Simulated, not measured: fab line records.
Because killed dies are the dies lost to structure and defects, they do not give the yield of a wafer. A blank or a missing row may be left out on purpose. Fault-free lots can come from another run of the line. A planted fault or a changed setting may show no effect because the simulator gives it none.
fab line records + flow nand_harc
record
- lots=11
- wafers=33
- last_day=33
route steps=1302 shown P_STI@91 P_GATE@124 END@1302
lots that met no fault: from a run of the same line without faults
start_h: hours from the record's first day to the start of the lot's first wafer shown + wait_h: how many hours have passed since the lot's step before this one + " same as the row above + L1.1+2: a row that stands for several wafers + - no value present, or no start provided + * or withheld: withheld + < > ~ a bound
route shown NAME@n: a module of which the file shows steps, and the number in the route of the first + usual: mean and standard deviation over wafers with no fault + same: alike in all rows + chamber/n: place in a boat + sites: each site's reading + _std_site: the standard deviation of these + _edge_site: inner sites' mean taken away from outer sites' mean + radius_mm: for every site, how far away it sits from the centre of the wafer + mask NAME#n: copy n + behind: the most recent tool/chamber to have shaped the wafer + hold: cause of the lot's hold/its duration in hours/its outcome + device: which transistor (n, p or np) failed to switch + end of line: tests run on the same wafers once the route is complete + where a step has no rows: the recipe by itself + killed: dies that structure and defects cost at the first sort, which is not the same as the wafer's yield + map: shows each die of a wafer: x if killed, . if not, _ if none is there
set.NAME: the setting as run; set.NAME@STEP: as run at that earlier step + model.NAME: the simulator's own value behind a step, which no gauge read
route steps across a sampled set of lots; one table per step, one row per wafer
services: the hour from which a tool's chamber was out of use, counted from the record's first day as start_h (under 0 if before that day), plus the number of hours and why
## steps
# step NHARC_P_STI_CD_MEAS_16
# usual
- cd_nm=199.7/1.9
| lot.wafer | tool      | chamber | start_h | wait_h | cd_nm |
|-----------|-----------|---------|---------|--------|-------|
| L823.1    | cd_sem-01 | -       | 74.90   | -      | 200.0 |
| L823.2    | "         | -       | "       | "      | 200.3 |
| L823.6    | "         | -       | "       | "      | 198.8 |
| L824.2    | cd_sem-01 | -       | 84.98   | -      | 204.5 |
| L824.4    | "         | -       | "       | "      | 200.4 |
| L824.5    | "         | -       | "       | "      | 200.4 |
| L825.3    | cd_sem-02 | -       | 94.68   | -      | 198.8 |
| L825.5    | "         | -       | "       | "      | 196.1 |
| L825.6    | "         | -       | "       | "      | 197.3 |
| L834.4    | cd_sem-01 | -       | 188.17  | -      | 199.4 |
| L834.5    | "         | -       | "       | "      | 201.2 |
| L834.6    | "         | -       | "       | "      | 199.8 |
| L835.4    | cd_sem-02 | -       | 194.17  | -      | 197.7 |
| L835.5    | "         | -       | "       | "      | 199.2 |
| L835.6    | "         | -       | "       | "      | 195.8 |
| L837.2    | cd_sem-02 | -       | 213.18  | -      | 198.1 |
| L837.3    | "         | -       | "       | "      | 201.3 |
| L837.5    | "         | -       | "       | "      | 197.7 |
| L838.3    | cd_sem-01 | -       | 223.63  | -      | 203.2 |
| L838.5    | "         | -       | "       | "      | 201.2 |
| L838.6    | "         | -       | "       | "      | 203.8 |
| L839.1    | cd_sem-01 | -       | 234.96  | -      | 196.6 |
| L839.5    | "         | -       | "       | "      | 198.7 |
| L839.6    | "         | -       | "       | "      | 201.7 |
| L840.2    | cd_sem-03 | -       | 244.03  | -      | 197.2 |
| L840.4    | "         | -       | "       | "      | 198.3 |
| L840.6    | "         | -       | "       | "      | 198.0 |
| L841.3    | cd_sem-03 | -       | 258.33  | -      | 199.8 |
| L841.5    | "         | -       | "       | "      | 197.8 |
| L841.6    | "         | -       | "       | "      | 198.0 |
| L843.2    | cd_sem-01 | -       | 273.70  | -      | 201.5 |
| L843.3    | "         | -       | "       | "      | 199.2 |
| L843.5    | "         | -       | "       | "      | 199.7 |
# step NHARC_P_STI_OCD_MEAS_43
# usual
- trench_depth_nm=301.6/2.7
- trench_foot_cd_nm=157.9/1.9
| lot.wafer | tool   | chamber | start_h | wait_h | trench_depth_nm | trench_foot_cd_nm |
|-----------|--------|---------|---------|--------|-----------------|-------------------|
| L823.1    | ocd-02 | -       | 75.50   | -      | 303.7           | 158.0             |
| L823.2    | "      | -       | "       | "      | 305.9           | 159.2             |
| L823.6    | "      | -       | "       | "      | 303.1           | 156.8             |
| L824.2    | ocd-01 | -       | 85.57   | -      | 299.5           | 162.2             |
| L824.4    | "      | -       | "       | "      | 301.8           | 158.5             |
| L824.5    | "      | -       | "       | "      | 299.0           | 159.6             |
| L825.3    | ocd-02 | -       | 95.27   | -      | 299.4           | 156.5             |
| L825.5    | "      | -       | "       | "      | 301.5           | 154.4             |
| L825.6    | "      | -       | "       | "      | 305.2           | 154.7             |
| L834.4    | ocd-01 | -       | 188.76  | -      | 298.5           | 158.1             |
| L834.5    | "      | -       | "       | "      | 301.4           | 158.5             |
| L834.6    | "      | -       | "       | "      | 300.8           | 158.3             |
| L835.4    | ocd-02 | -       | 194.76  | -      | 300.7           | 156.2             |
| L835.5    | "      | -       | "       | "      | 299.5           | 157.0             |
| L835.6    | "      | -       | "       | "      | 299.5           | 153.8             |
| L837.2    | ocd-01 | -       | 213.77  | -      | 296.7           | 157.5             |
| L837.3    | "      | -       | "       | "      | 302.6           | 160.2             |
| L837.5    | "      | -       | "       | "      | 299.0           | 156.8             |
| L838.3    | ocd-01 | -       | 224.23  | -      | 305.8           | 160.8             |
| L838.5    | "      | -       | "       | "      | 302.4           | 160.0             |
| L838.6    | "      | -       | "       | "      | 304.4           | 160.9             |
| L839.1    | ocd-02 | -       | 235.57  | -      | 302.5           | 155.0             |
| L839.5    | "      | -       | "       | "      | 303.9           | 156.0             |
| L839.6    | "      | -       | "       | "      | 301.3           | 159.5             |
| L840.2    | ocd-01 | -       | 244.62  | -      | 297.5           | 155.8             |
| L840.4    | "      | -       | "       | "      | 300.9           | 157.2             |
| L840.6    | "      | -       | "       | "      | 298.6           | 157.0             |
| L841.3    | ocd-02 | -       | 258.92  | -      | 302.1           | 158.2             |
| L841.5    | "      | -       | "       | "      | 309.6           | 153.8             |
| L841.6    | "      | -       | "       | "      | 300.7           | 157.2             |
| L843.2    | ocd-02 | -       | 274.29  | -      | 298.3           | 160.1             |
| L843.3    | "      | -       | "       | "      | 301.6           | 156.3             |
| L843.5    | "      | -       | "       | "      | 299.8           | 157.9             |
# step NHARC_P_GATE_DESCUM_13
# recipe
- time_s=3
- o2_flow_sccm=200
- ar_flow_sccm=0
- bias_power_w=0
- chemistry=O2
# usual
- drypump_motor_current_A=5.9/0.53
- o2_flow_sccm=200.0/0.7
- oes_product_au=1.002/0.0069
- rf_vpp_V=57.7/0.85
- showerhead_plenum_p_Torr=1.91/0.077
- throttle_valve_pct=11.311/0.0091
| lot.wafer | tool        | chamber | start_h | wait_h | drypump_motor_current_A | o2_flow_sccm | oes_product_au | rf_hours_counter_h | rf_vpp_V | showerhead_plenum_p_Torr | throttle_valve_pct |
|-----------|-------------|---------|---------|--------|-------------------------|--------------|----------------|--------------------|----------|--------------------------|--------------------|
| L823.2    | rie_diel-05 | 2       | 107.76  | -      | 5.6                     | 199.5        | 1.007          | 3.5                | 57.0     | 1.98                     | 11.315             |
| L823.1    | "           | 3       | "       | "      | 6.6                     | 200.2        | 0.991          | 3.2                | 57.3     | 1.87                     | 11.305             |
| L823.6    | "           | 3       | "       | "      | 6.6                     | 200.6        | 1.001          | -                  | 58.9     | 1.87                     | 11.306             |
| L824.4    | rie_diel-05 | 1       | 120.94  | -      | 5.7                     | 199.7        | 0.989          | 4.7                | 58.0     | 1.86                     | 11.309             |
| L824.2    | "           | 2       | "       | "      | 5.5                     | 198.9        | 1.009          | 3.9                | 58.3     | 1.98                     | 11.310             |
| L824.5    | "           | 0       | "       | "      | 4.8                     | 200.1        | 1.002          | -                  | 57.5     | 1.84                     | 11.309             |
| L825.3    | rie_diel-05 | 3       | 133.59  | -      | 6.6                     | 199.8        | 1.003          | 4.5                | 58.8     | 1.87                     | 11.330             |
| L825.6    | "           | 3       | "       | "      | 6.6                     | 200.2        | 1.002          | -                  | 56.0     | 1.87                     | 11.330             |
| L825.5    | "           | 1       | "       | "      | 5.7                     | 200.3        | 0.992          | -                  | 57.0     | 1.86                     | 11.304             |
| L834.4    | rie_diel-02 | 1       | 226.30  | -      | 5.5                     | 200.3        | 1.006          | 0                  | 57.5     | 1.85                     | 11.297             |
| L834.6    | "           | 0       | "       | "      | 5.7                     | 200.2        | 0.982          | -                  | 59.1     | 2.02                     | 11.296             |
| L834.5    | "           | 1       | "       | "      | 5.5                     | 201.1        | 0.997          | -                  | 55.7     | 1.85                     | 11.302             |
| L835.4    | rie_diel-06 | 0       | 233.03  | -      | 5.8                     | 199.0        | 0.998          | 6.4                | 57.5     | 1.99                     | 11.303             |
| L835.5    | "           | 2       | "       | "      | 6.6                     | 199.2        | 1.004          | -                  | 57.7     | 1.79                     | 11.321             |
| L835.6    | "           | 3       | "       | "      | 6.5                     | 199.5        | 1.008          | -                  | 57.0     | 1.81                     | 11.326             |
| L837.3    | rie_diel-06 | 1       | 248.34  | -      | 5.9                     | 201.0        | 1.002          | 6.6                | 56.9     | 1.96                     | 11.304             |
| L837.2    | "           | 2       | "       | "      | 6.6                     | 200.8        | 1.006          | 7.5                | 55.8     | 1.79                     | 11.316             |
| L837.5    | "           | 0       | "       | "      | 5.8                     | 199.3        | 0.991          | -                  | 58.5     | 1.99                     | 11.304             |
| L838.3    | rie_diel-02 | 3       | 257.85  | -      | 5.8                     | 200.7        | 1.006          | 2.6                | 57.3     | 2.02                     | 11.326             |
| L838.5    | "           | 2       | "       | "      | 6.6                     | 199.2        | 1.006          | -                  | 58.3     | 1.94                     | 11.320             |
| L838.6    | "           | 3       | "       | "      | 5.8                     | 199.6        | 1.005          | -                  | 58.7     | 2.02                     | 11.306             |
| L839.1    | rie_diel-06 | 2       | 273.12  | -      | 6.6                     | 200.7        | 1.009          | 7.9                | 55.9     | 1.79                     | 11.302             |
| L839.5    | "           | 1       | "       | "      | 5.9                     | 200.5        | 1.006          | -                  | 59.0     | 1.96                     | 11.305             |
| L839.6    | "           | 2       | "       | "      | 6.6                     | 200.1        | 1.004          | -                  | 57.1     | 1.79                     | 11.313             |
| L840.2    | rie_diel-05 | 1       | 278.77  | -      | 5.7                     | 199.6        | 1.005          | 1.4                | 58.0     | 1.85                     | 11.302             |
| L840.4    | "           | 3       | "       | "      | 6.6                     | 200.1        | 0.997          | 1.9                | 56.9     | 1.87                     | 11.327             |
| L840.6    | "           | 2       | "       | "      | 5.5                     | 201.0        | 1.021          | -                  | 58.3     | 1.97                     | 11.312             |
| L841.3    | rie_diel-02 | 1       | 296.17  | -      | 5.5                     | 198.7        | 0.999          | 4.3                | 56.1     | 1.85                     | 11.313             |
| L841.5    | "           | 2       | "       | "      | 6.5                     | 200.1        | 0.994          | -                  | 57.9     | 1.94                     | 11.301             |
| L841.6    | "           | 3       | "       | "      | 5.7                     | 200.7        | 0.994          | -                  | 58.7     | 2.01                     | 11.322             |
| L843.3    | rie_diel-05 | 0       | 308.46  | -      | 4.8                     | 200.6        | 0.995          | 2.5                | 57.4     | 1.84                     | 11.320             |
| L843.2    | "           | 3       | "       | "      | 6.6                     | 200.4        | 0.997          | 2.7                | 56.4     | 1.87                     | 11.310             |
| L843.5    | "           | 0       | "       | "      | 4.8                     | 200.9        | 0.989          | -                  | 57.9     | 1.84                     | 11.316             |
# step NHARC_P_GATE_EXPOSE_23
# recipe
- na=1.35
- target_cd_nm=120
- dose_mj=93.91
- mask_id=P_GATE
# usual
- focus_offset_nm=0.0/0.49
| lot.wafer | tool            | chamber | start_h | wait_h | mask        | focus_offset_nm |
|-----------|-----------------|---------|---------|--------|-------------|-----------------|
| L823.1    | arfi_scanner-01 | 0       | 126.05  | -      | P_GATE#0    | 0.4             |
| L823.2    | "               | 0       | "       | "      | P_GATE#0    | -0.2            |
| L823.6    | "               | 0       | "       | "      | P_GATE#0    | 0.0             |
| L824.2    | arfi_scanner-02 | 0       | 139.80  | -      | P_GATE_R1#0 | 0.3             |
| L824.4    | "               | 0       | "       | "      | P_GATE_R1#0 | 0.4             |
| L824.5    | "               | 0       | "       | "      | P_GATE_R1#0 | -0.2            |
| L825.3    | arfi_scanner-02 | 0       | 148.38  | -      | P_GATE#0    | 0.4             |
| L825.5    | "               | 0       | "       | "      | P_GATE#0    | 0.5             |
| L825.6    | "               | 0       | "       | "      | P_GATE#0    | 0.3             |
| L834.4    | arfi_scanner-01 | 0       | 241.83  | -      | P_GATE#0    | 0.4             |
| L834.5    | "               | 0       | "       | "      | P_GATE#0    | 0.8             |
| L834.6    | "               | 0       | "       | "      | P_GATE#0    | 0.2             |
| L835.4    | arfi_scanner-03 | 0       | 253.28  | -      | P_GATE#0    | -0.1            |
| L835.5    | "               | 0       | "       | "      | P_GATE#0    | 0.5             |
| L835.6    | "               | 0       | "       | "      | P_GATE#0    | 0.4             |
| L837.2    | arfi_scanner-03 | 0       | 268.57  | -      | P_GATE#0    | -0.3            |
| L837.3    | "               | 0       | "       | "      | P_GATE#0    | -0.4            |
| L837.5    | "               | 0       | "       | "      | P_GATE#0    | -1.2            |
| L838.3    | arfi_scanner-03 | 0       | 275.37  | -      | P_GATE#0    | 0.4             |
| L838.5    | "               | 0       | "       | "      | P_GATE#0    | 0.3             |
| L838.6    | "               | 0       | "       | "      | P_GATE#0    | -0.2            |
| L839.1    | arfi_scanner-02 | 0       | 287.39  | -      | P_GATE#0    | 0.9             |
| L839.5    | "               | 0       | "       | "      | P_GATE#0    | 0.2             |
| L839.6    | "               | 0       | "       | "      | P_GATE#0    | -0.5            |
| L840.2    | arfi_scanner-02 | 0       | 292.44  | -      | P_GATE#0    | -0.2            |
| L840.4    | "               | 0       | "       | "      | P_GATE#0    | -0.7            |
| L840.6    | "               | 0       | "       | "      | P_GATE#0    | -0.6            |
| L841.3    | arfi_scanner-02 | 0       | 316.29  | -      | P_GATE#0    | -0.5            |
| L841.5    | "               | 0       | "       | "      | P_GATE#0    | -0.2            |
| L841.6    | "               | 0       | "       | "      | P_GATE#0    | 0.6             |
| L843.2    | arfi_scanner-03 | 0       | 323.15  | -      | P_GATE#0    | 0.3             |
| L843.3    | "               | 0       | "       | "      | P_GATE#0    | -0.4            |
| L843.5    | "               | 0       | "       | "      | P_GATE#0    | -0.1            |
# step NHARC_P_GATE_CD_MEAS_26
# recipe
- target_cd_nm=120
- landing_energy_ev=500
# usual
- cd_nm=119.9/0.58
| lot.wafer | tool      | chamber | start_h | wait_h | cd_nm |
|-----------|-----------|---------|---------|--------|-------|
| L823.1    | cd_sem-03 | 0       | 126.18  | -      | 119.2 |
| L823.2    | "         | 0       | "       | "      | 119.7 |
| L823.6    | "         | 0       | "       | "      | 118.9 |
| L824.2    | cd_sem-01 | 0       | 139.94  | -      | 85.7  |
| L824.4    | "         | 0       | "       | "      | 86.3  |
| L824.5    | "         | 0       | "       | "      | 86.3  |
| L825.3    | cd_sem-03 | 0       | 148.52  | -      | 119.9 |
| L825.5    | "         | 0       | "       | "      | 119.3 |
| L825.6    | "         | 0       | "       | "      | 119.0 |
| L834.4    | cd_sem-03 | 0       | 241.97  | -      | 120.0 |
| L834.5    | "         | 0       | "       | "      | 119.8 |
| L834.6    | "         | 0       | "       | "      | 120.1 |
| L835.4    | cd_sem-03 | 0       | 253.41  | -      | 119.8 |
| L835.5    | "         | 0       | "       | "      | 120.0 |
| L835.6    | "         | 0       | "       | "      | 120.2 |
| L837.2    | cd_sem-02 | 0       | 268.71  | -      | 120.2 |
| L837.3    | "         | 0       | "       | "      | 119.4 |
| L837.5    | "         | 0       | "       | "      | 119.2 |
| L838.3    | cd_sem-01 | 0       | 275.50  | -      | 120.4 |
| L838.5    | "         | 0       | "       | "      | 120.1 |
| L838.6    | "         | 0       | "       | "      | 119.8 |
| L839.1    | cd_sem-02 | 0       | 287.53  | -      | 119.4 |
| L839.5    | "         | 0       | "       | "      | 119.7 |
| L839.6    | "         | 0       | "       | "      | 120.3 |
| L840.2    | cd_sem-01 | 0       | 292.58  | -      | 119.0 |
| L840.4    | "         | 0       | "       | "      | 119.6 |
| L840.6    | "         | 0       | "       | "      | 119.4 |
| L841.3    | cd_sem-03 | 0       | 316.43  | -      | 119.7 |
| L841.5    | "         | 0       | "       | "      | 119.7 |
| L841.6    | "         | 0       | "       | "      | 119.9 |
| L843.2    | cd_sem-03 | 0       | 323.29  | -      | 120.6 |
| L843.3    | "         | 0       | "       | "      | 120.3 |
| L843.5    | "         | 0       | "       | "      | 120.2 |
# step NHARC_P_GATE_CD_MEAS_33
# usual
- cd_nm=119.9/1.8
| lot.wafer | tool      | chamber | start_h | wait_h | cd_nm |
|-----------|-----------|---------|---------|--------|-------|
| L823.1    | cd_sem-02 | -       | 127.17  | -      | 123.8 |
| L823.2    | "         | -       | "       | "      | 119.2 |
| L823.6    | "         | -       | "       | "      | 118.5 |
| L824.2    | cd_sem-03 | -       | 140.99  | -      | 89.5  |
| L824.4    | "         | -       | "       | "      | 89.1  |
| L824.5    | "         | -       | "       | "      | 88.8  |
| L825.3    | cd_sem-02 | -       | 149.50  | -      | 118.2 |
| L825.5    | "         | -       | "       | "      | 119.5 |
| L825.6    | "         | -       | "       | "      | 120.7 |
| L834.4    | cd_sem-02 | -       | 242.99  | 0.1    | 122.2 |
| L834.5    | "         | -       | "       | "      | 119.3 |
| L834.6    | "         | -       | "       | "      | 120.2 |
| L835.4    | cd_sem-03 | -       | 254.40  | -      | 120.0 |
| L835.5    | "         | -       | "       | "      | 119.4 |
| L835.6    | "         | -       | "       | "      | 119.6 |
| L837.2    | cd_sem-01 | -       | 269.69  | -      | 119.6 |
| L837.3    | "         | -       | "       | "      | 120.4 |
| L837.5    | "         | -       | "       | "      | 117.7 |
| L838.3    | cd_sem-01 | -       | 276.48  | -      | 121.6 |
| L838.5    | "         | -       | "       | "      | 119.3 |
| L838.6    | "         | -       | "       | "      | 123.8 |
| L839.1    | cd_sem-02 | -       | 288.51  | -      | 121.6 |
| L839.5    | "         | -       | "       | "      | 119.9 |
| L839.6    | "         | -       | "       | "      | 120.2 |
| L840.2    | cd_sem-01 | -       | 293.56  | -      | 119.3 |
| L840.4    | "         | -       | "       | "      | 120.2 |
| L840.6    | "         | -       | "       | "      | 120.6 |
| L841.3    | cd_sem-02 | -       | 317.41  | -      | 119.6 |
| L841.5    | "         | -       | "       | "      | 117.8 |
| L841.6    | "         | -       | "       | "      | 120.5 |
| L843.2    | cd_sem-03 | -       | 324.27  | -      | 121.7 |
| L843.3    | "         | -       | "       | "      | 120.3 |
| L843.5    | "         | -       | "       | "      | 121.1 |
# step NHARC_END_SORT_01
# recipe
- temp_c=25
# usual
- killed_at_array=51/17
- killed_at_other=1.6/2.1
- killed_at_periphery=4/3.2
- killed_dies=57/18
- killed_open=2.9/1.7
- killed_short=2.3/1.3
# same
- gross_dies=677
| lot.wafer | tool      | chamber | start_h | wait_h | killed_at_array | killed_at_other | killed_at_periphery | killed_dies | killed_open | killed_short |
|-----------|-----------|---------|---------|--------|-----------------|-----------------|---------------------|-------------|-------------|--------------|
| L824.2    | prober-02 | 0       | 587.66  | 2.8    | 79              | 3               | 593                 | 675         | 2           | 3            |
| L824.4    | prober-02 | 0       | 589.23  | 3.4    | 88              | 5               | 580                 | 673         | 2           | 3            |
| L824.5    | prober-02 | 0       | 590.02  | 3.6    | 68              | 2               | 605                 | 675         | 1           | 2            |
| L834.4    | prober-01 | 0       | 708.39  | 3.4    | 21              | 1               | 5                   | 27          | 2           | 5            |
| L834.5    | prober-01 | 0       | 709.20  | 3.7    | 14              | 0               | 4                   | 18          | 2           | 2            |
| L834.6    | prober-01 | 0       | 710.00  | 4.0    | 21              | 2               | 8                   | 31          | 2           | 3            |
| L835.4    | prober-01 | 0       | 727.29  | 3.4    | 52              | 1               | 1                   | 54          | 2           | 2            |
| L835.5    | prober-01 | 0       | 728.10  | 3.7    | 56              | 0               | 8                   | 64          | 7           | 2            |
| L835.6    | prober-01 | 0       | 728.91  | 4.0    | 53              | 0               | 1                   | 54          | 3           | 1            |
| L838.3    | prober-02 | 0       | 732.85  | 3.1    | 47              | 0               | 3                   | 50          | 2           | 4            |
| L838.5    | prober-02 | 0       | 734.43  | 3.6    | 53              | 1               | 0                   | 54          | 3           | 5            |
| L838.6    | prober-02 | 0       | 735.21  | 3.9    | 46              | 0               | 4                   | 50          | 4           | 3            |
| L839.1    | prober-01 | 0       | 762.47  | 2.5    | 54              | 6               | 3                   | 63          | 2           | 2            |
| L839.5    | prober-01 | 0       | 765.67  | 3.7    | 50              | 5               | 2                   | 57          | 1           | 3            |
| L839.6    | prober-01 | 0       | 766.48  | 4.0    | 49              | 6               | 5                   | 60          | 3           | 1            |
| L841.3    | prober-02 | 0       | 781.95  | 3.1    | 36              | 0               | 12                  | 48          | 2           | 3            |
| L841.5    | prober-02 | 0       | 783.56  | 3.7    | 32              | 0               | 9                   | 41          | 3           | 1            |
| L841.6    | prober-02 | 0       | 784.36  | 4.0    | 35              | 0               | 7                   | 42          | 0           | 1            |
# killed by level:class
L824.2 P_GATE:area_expose=592 A_CHANNEL_HOLE_D2:chamber_film_flake=32 A_CHANNEL_HOLE_D1:chamber_film_flake=23 A_SLIT:chamber_film_flake=15 A_CHANNEL_FILL_D2:geometric_particle:short=2 A_STAIRCASE:chamber_film_flake=2 A_CONTACT:chamber_film_flake=2 THIN_TSV:chamber_film_flake=2
L824.4 P_GATE:area_expose=573 A_CHANNEL_HOLE_D2:chamber_film_flake=38 A_CHANNEL_HOLE_D1:chamber_film_flake=23 A_SLIT:chamber_film_flake=17 THIN_TSV:chamber_film_flake=5 P_GATE:chamber_film_flake=3 A_CHANNEL_FILL_D2:chamber_film_flake=3 A_CONTACT:chamber_film_flake=3
L824.5 P_GATE:area_expose=599 A_CHANNEL_HOLE_D2:chamber_film_flake=28 A_SLIT:chamber_film_flake=18 A_CHANNEL_HOLE_D1:chamber_film_flake=15 P_GATE:chamber_film_flake=4 A_CHANNEL_FILL_D2:chamber_film_flake=2 THIN_TSV:chamber_film_flake=2 P_M0:geometric_particle:open=1
L834.4 A_SLIT:chamber_film_flake=5 A_CHANNEL_HOLE_D1:chamber_film_flake=4 P_GATE:chamber_film_flake=3 A_CONTACT:chamber_film_flake=3 A_CHANNEL_FILL_D2:geometric_particle:open=2 A_CHANNEL_FILL_D2:geometric_particle:short=2 P_M1:chamber_film_flake=2 A_SOURCE_PLATE:geometric_particle:short=1
L834.5 A_CHANNEL_HOLE_D1:chamber_film_flake=4 A_CONTACT:chamber_film_flake=4 A_SLIT:chamber_film_flake=2 P_GATE:geometric_particle:open=1 A_CHANNEL_HOLE_D1:geometric_particle:open=1 A_CHANNEL_FILL_D1:geometric_particle:short=1 A_M1:geometric_particle:short=1 P_ZERO_WELL:chamber_film_flake=1
L834.6 A_CHANNEL_HOLE_D1:chamber_film_flake=9 P_GATE:chamber_film_flake=3 A_CONTACT:chamber_film_flake=3 P_ZERO_WELL:chamber_film_flake=2 P_M1:chamber_film_flake=2 A_SLIT:chamber_film_flake=2 THIN_TSV:chamber_film_flake=2 P_BONDPAD:geometric_particle:open=1
L835.4 A_SLIT:chamber_film_flake=21 A_CHANNEL_HOLE_D2:chamber_film_flake=10 A_CHANNEL_HOLE_D1:chamber_film_flake=8 A_STAIRCASE:chamber_film_flake=4 A_M0:geometric_particle:open=2 A_CHANNEL_FILL_D1:chamber_film_flake=2 A_CONTACT:chamber_film_flake=2 A_ONON_D2:geometric_particle:short=1
L835.5 A_SLIT:chamber_film_flake=23 A_CHANNEL_HOLE_D2:chamber_film_flake=9 A_CONTACT:chamber_film_flake=8 A_CHANNEL_HOLE_D1:chamber_film_flake=4 A_ONON_D2:geometric_particle:open=3 P_M0:chamber_film_flake=3 A_STAIRCASE:chamber_film_flake=3 P_ZERO_WELL:chamber_film_flake=2
L835.6 A_SLIT:chamber_film_flake=25 A_CONTACT:chamber_film_flake=7 A_CHANNEL_HOLE_D1:chamber_film_flake=5 A_CHANNEL_HOLE_D2:chamber_film_flake=5 A_CHANNEL_FILL_D1:chamber_film_flake=3 A_CHANNEL_FILL_D2:geometric_particle:open=2 A_STAIRCASE:chamber_film_flake=2 A_ONON_D2:geometric_particle:short=1
L838.3 A_SLIT:chamber_film_flake=21 A_CHANNEL_HOLE_D1:chamber_film_flake=12 A_DECK1_JOINT:chamber_film_flake=4 A_CHANNEL_FILL_D1:chamber_film_flake=2 A_WL_FILL:chamber_film_flake=2 A_CONTACT:chamber_film_flake=2 P_CONTACT:geometric_particle:open=1 P_M2:geometric_particle:short=1
L838.5 A_SLIT:chamber_film_flake=25 A_CHANNEL_HOLE_D1:chamber_film_flake=13 A_CONTACT:chamber_film_flake=3 A_CHANNEL_FILL_D1:chamber_film_flake=3 A_SOURCE_PLATE:geometric_particle:open=1 A_DECK1_JOINT:geometric_particle:open=1 A_DECK1_JOINT:geometric_particle:short=1 A_CHANNEL_FILL_D2:geometric_particle:short=1
L838.6 A_SLIT:chamber_film_flake=25 A_CHANNEL_HOLE_D1:chamber_film_flake=11 A_CONTACT:chamber_film_flake=2 P_GATE:geometric_particle:open=1 P_CONTACT:geometric_particle:open=1 A_CHANNEL_HOLE_D1:geometric_particle:short=1 A_DECK1_JOINT:geometric_particle:open=1 A_CHANNEL_HOLE_D2:geometric_particle:short=1
L839.1 A_SLIT:chamber_film_flake=22 A_CHANNEL_HOLE_D2:chamber_film_flake=16 A_CHANNEL_HOLE_D1:chamber_film_flake=6 THIN_TSV:chamber_film_flake=5 A_CONTACT:chamber_film_flake=4 P_ZERO_WELL:chamber_film_flake=2 A_CHANNEL_FILL_D2:chamber_film_flake=2 A_CHANNEL_FILL_D1:geometric_particle:short=1
L839.5 A_SLIT:chamber_film_flake=19 A_CHANNEL_HOLE_D2:chamber_film_flake=10 A_CHANNEL_HOLE_D1:chamber_film_flake=9 THIN_TSV:chamber_film_flake=5 A_CHANNEL_HOLE_D2:geometric_particle:short=2 A_CHANNEL_FILL_D1:chamber_film_flake=2 A_STAIRCASE:chamber_film_flake=2 A_CONTACT:chamber_film_flake=2
L839.6 A_CHANNEL_HOLE_D2:chamber_film_flake=16 A_CHANNEL_HOLE_D1:chamber_film_flake=14 A_SLIT:chamber_film_flake=12 THIN_TSV:chamber_film_flake=6 P_M0:geometric_particle:open=2 P_ZERO_WELL:chamber_film_flake=2 A_CONTACT:chamber_film_flake=2 P_CONTACT:geometric_particle:open=1
L841.3 A_CHANNEL_HOLE_D1:chamber_film_flake=10 A_CONTACT:chamber_film_flake=7 P_GATE:chamber_film_flake=7 A_STAIRCASE:chamber_film_flake=7 A_SLIT:chamber_film_flake=6 P_CONTACT:chamber_film_flake=2 A_ONON_D2:geometric_particle:open=2 A_M1:chamber_film_flake=2
L841.5 A_CHANNEL_HOLE_D1:chamber_film_flake=11 P_GATE:chamber_film_flake=7 A_STAIRCASE:chamber_film_flake=5 A_CONTACT:chamber_film_flake=4 A_SLIT:chamber_film_flake=3 A_CHANNEL_HOLE_D2:chamber_film_flake=3 A_WL_FILL:chamber_film_flake=2 P_M1:geometric_particle:open=1
L841.6 A_CHANNEL_HOLE_D1:chamber_film_flake=12 A_SLIT:chamber_film_flake=7 A_CONTACT:chamber_film_flake=6 P_GATE:chamber_film_flake=4 A_STAIRCASE:chamber_film_flake=4 P_CONTACT:chamber_film_flake=3 A_WL_FILL:chamber_film_flake=3 A_SOURCE_PLATE:geometric_particle:short=1
## services
| tool            | chamber | start_h | hours | kind   |
|-----------------|---------|---------|-------|--------|
| rie_diel-06     | 3       | 84.39   | 4.2   | repair |
| arfi_scanner-03 | -       | 102.64  | 7.9   | repair |
| rie_diel-06     | -       | 108.54  | 1.2   | repair |
| rie_diel-05     | 0       | 126.32  | 10.2  | repair |
| rie_diel-06     | -       | 130.20  | 9.0   | pm     |
| rie_diel-05     | 2       | 130.34  | 3.2   | repair |
| rie_diel-02     | -       | 131.72  | 13.7  | repair |
| arfi_scanner-02 | -       | 140.00  | 4.0   | pm     |
| rie_diel-06     | -       | 152.23  | 0.2   | repair |
| rie_diel-06     | -       | 156.92  | 0.3   | repair |
| rie_diel-05     | -       | 157.73  | 2.2   | repair |
| arfi_scanner-03 | -       | 159.51  | 1.4   | repair |
| rie_diel-06     | 2       | 177.31  | 5.3   | repair |
| rie_diel-05     | 2       | 185.56  | 11.5  | repair |
| arfi_scanner-03 | -       | 196.00  | 4.0   | pm     |
| rie_diel-02     | -       | 216.81  | 9.0   | pm     |
| arfi_scanner-03 | -       | 221.01  | 0.7   | repair |
| rie_diel-05     | 1       | 225.26  | 9.2   | repair |
| arfi_scanner-02 | -       | 225.44  | 6.2   | repair |
| rie_diel-05     | -       | 229.60  | 9.0   | pm     |
| rie_diel-02     | 2       | 242.07  | 7.0   | repair |
| arfi_scanner-02 | -       | 249.30  | 11.2  | repair |
| arfi_scanner-03 | -       | 278.38  | 1.4   | repair |
| arfi_scanner-02 | -       | 312.00  | 4.0   | pm     |
## key
first_sign
- step=NHARC_P_GATE_EXPOSE_23
- reading=mask
- direction=changed
effect
- step=NHARC_P_GATE_CD_MEAS_26
- reading=cd_nm
- direction=down
- sigmas=58
- usual=119.9
- struck=86.1
effect
- step=NHARC_P_GATE_CD_MEAS_33
- reading=cd_nm
- direction=down
- sigmas=17
- usual=119.9
- struck=89.1
effect
- step=NHARC_END_SORT_01
- reading=killed_at_periphery
- direction=up
- sigmas=99+
- usual=4
- struck=593
more_kills_born_at
- NHARC_P_GATE_EXPOSE_23@arfi_scanner-02=1764
met_at NHARC_P_GATE_EXPOSE_23
struck_lots L824
later_rows_left_out L824.2,L824.4,L824.5
tester_left_out L824
not_acting_at NHARC_P_STI_CD_MEAS_16,NHARC_P_STI_OCD_MEAS_43,NHARC_P_GATE_DESCUM_13
fault
- kind=wrong_mask
- tool=any
- chamber=-
- onset_h=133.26
- steps=NHARC_P_GATE_EXPOSE_23
- aux_copy=P_GATE_R1#0
- cd_offset_nm=-33.936
- scope=struck_lots_only
# tester_left_out: of these lots the tester's yield and bins aren't shown, on N5 and GAA mostly nor the transistor test; their killed dies are dies lost to structure and defects alone, not to doping, threshold or leakage, so they don't give the yield
# later_rows_left_out: the simulator's readings of these wafers behind a module that went badly wrong aren't trusted and aren't shown, but for the sort
